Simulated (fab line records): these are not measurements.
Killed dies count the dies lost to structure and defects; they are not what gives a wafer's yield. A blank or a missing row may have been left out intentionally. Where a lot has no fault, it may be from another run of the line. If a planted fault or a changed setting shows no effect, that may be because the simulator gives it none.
Matching of chambers	flow nand harc	cmp-04 running NHARC_A_CHANNEL_FILL_D2_CMP_10: 4 sister chambers
The step polishes, target thk 150 nm. 8 wafers are shown with their chamber, then 8 later ones without.

## EACH WAFER AND ITS CHAMBER
wafer	chamber	motor current A (A)	time to endpoint s (s)
L083.4	1	12.7	18.9
L085.2	0	10.8	15.9
L085.4	2	12.7	12.9
L085.5	3	13.5	12.6
L094.1	1	13.1	17.9
L094.3	3	12.5	15.5
L094.4	0	10.9	17.0
L094.2	2	12.6	18.1

## WAFERS WHOSE CHAMBER IS MISSING
wafer	motor current A (A)	time to endpoint s (s)
L094.5	12.7	17.6
L094.6	12.5	17.5
L096.4	12.8	13.5
L096.5	10.8	13.2
L096.6	13.1	14.7
L097.1	13.3	11.5
L097.2	10.9	14.0
L097.4	12.4	14.2

## WHICH CHAMBER EACH WENT THROUGH
wafer	from the rows above	in truth
L094.5	can't be placed: 1 or 2 or 3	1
L094.6	can't be placed: 2 or 1 or 3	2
L096.4	can't be placed: 3 or 2 or 1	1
L096.5	0	0
L096.6	can't be placed: 3 or 2 or 1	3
L097.1	can't be placed: 3 or 2 or 1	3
L097.2	0	0
L097.4	can't be placed: 2 or 3 or 1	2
2 of 8 placed correctly. From these rows, 6 cannot be placed; in 6 the true chamber is one of the candidates. Number placed wrongly: 0.
How it was worked out, from the rows above alone: a wafer's distance from a chamber is the root of the sum, over the readings, of the square of ((its reading less the chamber's mean) divided by the reading's scatter). If the next closest chamber is less than 2 further off than the closest, the wafer can't be placed; otherwise it belongs to the closest. A chamber's mean is the mean of its shown wafers. The scatter: take each reading less its chamber's mean, square it, sum over the shown wafers, divide by the number of wafers less the number of chambers, and take the root.
